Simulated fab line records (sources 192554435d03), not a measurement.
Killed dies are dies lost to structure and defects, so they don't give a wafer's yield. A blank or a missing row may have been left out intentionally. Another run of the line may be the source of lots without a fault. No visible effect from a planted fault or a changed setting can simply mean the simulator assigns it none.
Split-lot trial ; flow n5-finfet ; 21 wafers read across 7 lots, on a route 1938 steps long

SPLIT DETAILS
At N5_BEOL_M1_ETCH_70 (etches SOC in N2/H2, target depth 80 nm, overetch 16 nm, time 120 s), the setting time-s was moved away from the recipe's 120 s on 6 of the 21 wafers read, by -21.6% to +6.4%. This setting was run at the recipe's value on the other wafers.

The reading comes from the split's own step.

THE READING
SiARC_of_BEOL_M1_COAT_68.thk-nm (the simulator's own value, which no gauge read), in nm, at N5_BEOL_M1_ETCH_70 (etches SOC in N2/H2, target depth 80 nm, overetch 16 nm, time 120 s). The file does not state a usual value for it. Here, 15 wafers ran the recipe; their average is 6.4 nm with a standard deviation of 0.15 nm.

wafer;tool, chamber at the split;time-s as run, s;against the recipe;SiARC_of_BEOL_M1_COAT_68.thk-nm, nm;against lot-mates on the recipe
L074.1;rie-diel-04, 1,2;120;recipe;6.4;-
L074.4;rie-diel-04, 1,2;120;recipe;6.4;-
L074.3;rie-diel-04, 3;120;recipe;6.2;-
L078.1;rie-diel-02, 1;110.6;-7.8%;6.8;+0.5
L078.2;rie-diel-02, 2;120;recipe;6.4;-
L078.5;rie-diel-02, 1;120;recipe;6.2;-
L079.1;rie-diel-04, 2,0;120;recipe;6.4;-
L079.3;rie-diel-04, 2,0;120;recipe;6.4;-
L079.4;rie-diel-04, 1;127.7;+6.4%;6.2;-0.2
L084.1;rie-diel-04, 0;120;recipe;6.4;-
L084.4;rie-diel-04, 0;120;recipe;6.4;-
L084.2;rie-diel-04, 3;120;recipe;6.2;-
L085.3;rie-diel-05, 3;120;recipe;6.4;-
L085.4;rie-diel-05, 1;120;recipe;6.6;-
L085.5;rie-diel-05, 1;120;recipe;6.8;-
L086.1;rie-diel-02, 2;94.03;-21.6%;7.6;+1.1
L086.3;rie-diel-02, 3;120;recipe;6.6;-
L086.5;rie-diel-02, 2;120;recipe;6.4;-
L089.3;rie-diel-02, 3,0,3;112.1;-6.6%;6.8;no lot-mate on the recipe
L089.5;rie-diel-02, 3,0,3;112.1;-6.6%;6.8;no lot-mate on the recipe
L089.6;rie-diel-02, 3,0,3;112.1;-6.6%;6.8;no lot-mate on the recipe
If several chambers appear in one row, that row covers several wafers at once and the file leaves open which wafer was in which chamber.

FIT RESULTS
A straight line over all 21 wafers: SiARC_of_BEOL_M1_COAT_68.thk-nm changes by -0.0531 nm for each +1% of time-s; r = -0.91; the points scatter about the line by 0.14 nm.
The same after taking each lot's own level away (the mean of its wafers on the recipe; 18 wafers): -0.0503 nm for each +1%; r = -0.94; scatter 0.11 nm.
The reading moves by 1.1 nm for the largest change in time-s, on that fit.
From 6.30 to 6.60 nm: that is the span of the lots' own levels, equal to 1.9 times the standard deviation above.
So the lot-to-lot level changes the slope little: the two slopes agree.
Check: +1.11 nm against its lot-mates is what the line predicts for one of the wafers moved furthest among these (-21.6%) when that wafer is left out of the fit. It came out at +1.1 nm against them.

ADDITIONAL SPLITS CARRIED BY THESE WAFERS
Before the reading, these wafers also passed through other splits. Each is held against what the fit with the lots' levels taken away leaves over:
other split on the same wafers;wafers away from the commonest value;r with SiARC_of_BEOL_M1_COAT_68.thk-nm (lot level and that fit taken away)
N5_MOL_CONTACT_COAG_COAT_78 spin-rpm;10;+0.32
N5_MOL_CONTACT_COAG_EXPOSE_37 dose-mj;9;-0.13
N5_MOL_CONTACT_COAG_ALD_133 ald-cycles;6;-0.36
N5_BEOL_M0_SAQP_ETCH_107 source-w;8;+0.18
N5_BEOL_M0_SAQP_SPACER2_ALD_26 target-thk-a;7;-0.13
N5_BEOL_M0_SAQP_ETCH_88 source-w;7;-0.32
N5_BEOL_M0_CUTY_EXPOSE_54 dose-mj;6;-0.39

THE FILE'S OWN FIT
SiARC_of_BEOL_M1_COAT_68.thk-nm changes by -0.0508 nm for each +1% of time-s, r = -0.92.
